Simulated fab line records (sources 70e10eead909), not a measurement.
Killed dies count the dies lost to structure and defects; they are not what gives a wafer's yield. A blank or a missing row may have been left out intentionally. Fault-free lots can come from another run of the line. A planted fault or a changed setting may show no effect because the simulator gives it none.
Which of the tools did it?	flow nand-harc	12 lots with 36 wafers sampled at 5 steps, on a route of 1302 steps

WHAT THE GAUGES SHOWED, per wafer
NHARC_P_ZERO_WELL_CD_MEAS_52: target cd 2000 nm. Usual: cd-nm 1999.4 nm, standard deviation 1.5.
lot	measured	on	cd-nm (nm)	flag
L710	day 2 21:39	cd-sem-03	1997.6 1998.5 2001.2	
L713	day 4 03:46	cd-sem-02	1999.8 1998.9 1999.0	
L714	day 4 13:45	cd-sem-03	1999.5 1997.0 1998.0	
L721	day 7 11:52	cd-sem-01	1999.0 1999.7 1998.9	
L722	day 7 23:04	cd-sem-03	2002.1 1999.8 2000.0	
L723	day 8 07:47	cd-sem-02	1999.6 1998.5 2000.0	
L724	day 8 17:38	cd-sem-03	1999.8 1998.4 1997.1	
L725	day 9 06:22	cd-sem-02	1998.4 1999.0 1997.6	
L726	day 9 13:29	cd-sem-01	1999.7 1997.4 1997.9	
L728	day 10 13:52	cd-sem-02	2003.9 2001.1 2001.9	
L729	day 10 19:38	cd-sem-01	1998.6 1997.9 1999.7	
L731	day 11 15:37	cd-sem-03	2001.9 2001.3 2000.2	

NHARC_P_ZERO_WELL_INSPECT_43. Usual: raw-defect-count 13, standard deviation 5.6.
lot	measured	on	raw-defect-count	flag
L710	day 2 23:30	defect-inspect-01	10 14 14	
L713	day 4 05:34	defect-inspect-01	5 8 4	
L714	day 4 15:34	defect-inspect-02	15 14 13	
L721	day 7 13:40	defect-inspect-01	9 12 12	
L722	day 8 00:54	defect-inspect-02	3 10 14	
L723	day 8 09:36	defect-inspect-02	8 16 16	
L724	day 8 19:28	defect-inspect-02	9 20 22	
L725	day 9 08:14	defect-inspect-01	18 20 13	
L726	day 9 15:19	defect-inspect-02	13 26 13	
L728	day 10 15:40	defect-inspect-01	6 10 6	
L729	day 10 21:29	defect-inspect-02	2 21 4	
L731	day 11 17:26	defect-inspect-02	12 11 20	

NHARC_END_SORT_01. Usual: killed-at-array 49, standard deviation 18; killed-at-other 0.7, standard deviation 1.1; killed-at-periphery 4.0, standard deviation 2.6; killed-dies 54, standard deviation 19; killed-open 3.4, standard deviation 1.7; killed-short 2.5, standard deviation 1.7.
lot	measured	on	killed-at-array	killed-at-other	killed-at-periphery	killed-dies	killed-open	killed-short	flag
L710	day 25 01:35	prober-01	50 44 49	0 0 0	0 1 2	50 45 51	1 5 2	1 3 1	
L713	day 26 03:28	prober-01	29 52 22	0 1 2	2 2 0	31 55 24	2 1 0	0 2 0	
L714	day 26 04:15	prober-02	52 58 63	0 0 0	0 3 4	52 61 67	8 6 2	4 1 1	
L721	day 29 07:48	prober-01	68 80 69	4 0 0	6 12 7	78 92 76	1 5 7	3 2 0	
L723	day 29 22:02	prober-02	50 50 57	1 0 0	0 5 7	51 55 64	5 3 4	1 2 1	
L724	day 31 15:04	prober-02	24 19 29	2 0 0	2 3 5	28 22 34	5 3 4	2 1 2	

TOOL THAT RAN EACH LOT (tool first, then ch and the chambers of the sampled wafers, then the start)
lot	NHARC_P_ZERO_WELL_DESCUM_26	NHARC_P_ZERO_WELL_RTA_42
L710	rie-diel-03 ch 0,1,2, day 2 18:39	rtp-anneal-02 ch 0, day 2 22:56
L713	rie-diel-09 ch 0,2, day 4 00:38	rtp-anneal-02 ch 0, day 4 05:00
L714	rie-diel-03 ch 1,2, day 4 10:37	rtp-anneal-01 ch 0, day 4 15:07
L721	rie-diel-03 ch 0,1, day 7 08:45	rtp-anneal-01 ch 0, day 7 13:06
L722	rie-diel-09 ch 1,3, day 7 19:57	rtp-anneal-02 ch 0, day 8 00:20
L723	rie-diel-09 ch 2,3, day 8 04:40	rtp-anneal-01 ch 0, day 8 09:08
L724	rie-diel-03 ch 0,1, day 8 14:47	rtp-anneal-02 ch 0, day 8 18:46
L725	rie-diel-03 ch 2,3, day 9 03:28	rtp-anneal-01 ch 0, day 9 07:40
L726	rie-diel-09 ch 0,1,2, day 9 10:29	rtp-anneal-02 ch 0, day 9 14:45
L728	rie-diel-09 ch 0,1, day 10 06:44	rtp-anneal-01 ch 0, day 10 15:07
L729	rie-diel-03 ch 0,1, day 10 16:31	rtp-anneal-02 ch 0, day 10 21:01
L731	rie-diel-03 ch 1,2,3, day 11 12:40	rtp-anneal-01 ch 0, day 11 16:58
- NHARC_P_ZERO_WELL_DESCUM_26: chemistry O2, time 3 s.
- NHARC_P_ZERO_WELL_RTA_42: time 300 s.

WHAT THE TOOLS THEMSELVES READ (means of the sampled wafers that have a number; where no wafer has one, the mark that the record gives instead)
NHARC_P_ZERO_WELL_DESCUM_26. Usual: drypump-motor-current-A 5.6 A, standard deviation 0.47; oes-product-au 1.003 a.u., standard deviation 0.013; rf-vpp-V 57.7 V, standard deviation 0.82; run-length-s 24.0 s, standard deviation 0.32; showerhead-plenum-p-Torr 1.91 Torr, standard deviation 0.068; throttle-valve-pct 11.311 %, standard deviation 0.0092.
lot	tool	drypump-motor-current-A (A)	oes-product-au (a.u.)	rf-vpp-V (V)	run-length-s (s)	showerhead-plenum-p-Torr (Torr)	throttle-valve-pct (%)	flag
L710	rie-diel-03	5.4	1.019	58.3	24.3	1.91	11.315	
L713	rie-diel-09	5.7	1.005	57.9	23.9	1.94	11.305	
L714	rie-diel-03	5.7	0.999	57.3	24.8	1.91	11.307	
L721	rie-diel-03	5.8	1.013	57.8	24.2	1.90	11.311	
L722	rie-diel-09	6.0	0.983	57.9	24.2	1.93	11.307	
L723	rie-diel-09	5.9	0.994	58.2	24.1	1.97	11.314	
L724	rie-diel-03	5.8	1.014	58.1	24.4	1.90	11.314	
L725	rie-diel-03	5.4	1.015	57.6	23.8	1.81	11.306	
L726	rie-diel-09	5.6	0.979	58.7	24.2	1.93	11.310	
L728	rie-diel-09	5.8	0.976	57.6	24.2	1.91	11.309	
L729	rie-diel-03	5.6	1.014	58.0	24.3	1.88	11.309	
L731	rie-diel-03	5.5	1.010	56.4	23.9	1.85	11.311	

NHARC_P_ZERO_WELL_RTA_42. Usual: anneal-temp-c-max 1106.9, standard deviation 1.3; lamp-power-pct 39.5 %, standard deviation 0.71; lamp_zone_4_pct 39.5 %, standard deviation 0.71; wafer_temp_C_max 1104.1, standard deviation 0.8.
lot	tool	anneal-temp-c-max	lamp-power-pct (%)	lamp_zone_4_pct (%)	wafer_temp_C_max	flag
L710	rtp-anneal-02	1106.9	38.7	38.7	1104.2	
L713	rtp-anneal-02	1106.9	38.6	38.6	1104.2	
L714	rtp-anneal-01	1107.5	40.2	40.2	1103.6	
L721	rtp-anneal-01	1105.8	40.1	40.1	1102.8	
L722	rtp-anneal-02	1108.7	38.6	38.7	1104.6	
L723	rtp-anneal-01	1107.1	40.1	40.1	1104.1	
L724	rtp-anneal-02	1108.7	38.7	38.7	1104.4	
L725	rtp-anneal-01	1106.2	40.1	40.1	1104.1	
L726	rtp-anneal-02	1107.1	38.7	38.7	1104.7	
L728	rtp-anneal-01	1107.6	40.0	40.1	1104.3	
L729	rtp-anneal-02	1106.4	38.7	38.7	1104.1	
L731	rtp-anneal-01	1105.7	40.2	40.2	1104.2	

THE ANSWER, worked out from the rows above alone
Rule: a lot is off if the mean of its wafers that have a number lies more than 3 standard deviations from the usual mean. Also off: a lot with no number at a reading for which 4 or more lots have one. The other lots that the step has rows for count as sound. After the gauges, taken in route order, come the tools' own readings; for these a lot's mean is taken, as printed above. At the first step where some lot is off, the reading lying furthest off is the one used; lots without a number count as furthest.
Across all readings shown, no lot is off: no conclusion can be drawn from this.

WHAT THE SIMULATOR HAD INSERTED
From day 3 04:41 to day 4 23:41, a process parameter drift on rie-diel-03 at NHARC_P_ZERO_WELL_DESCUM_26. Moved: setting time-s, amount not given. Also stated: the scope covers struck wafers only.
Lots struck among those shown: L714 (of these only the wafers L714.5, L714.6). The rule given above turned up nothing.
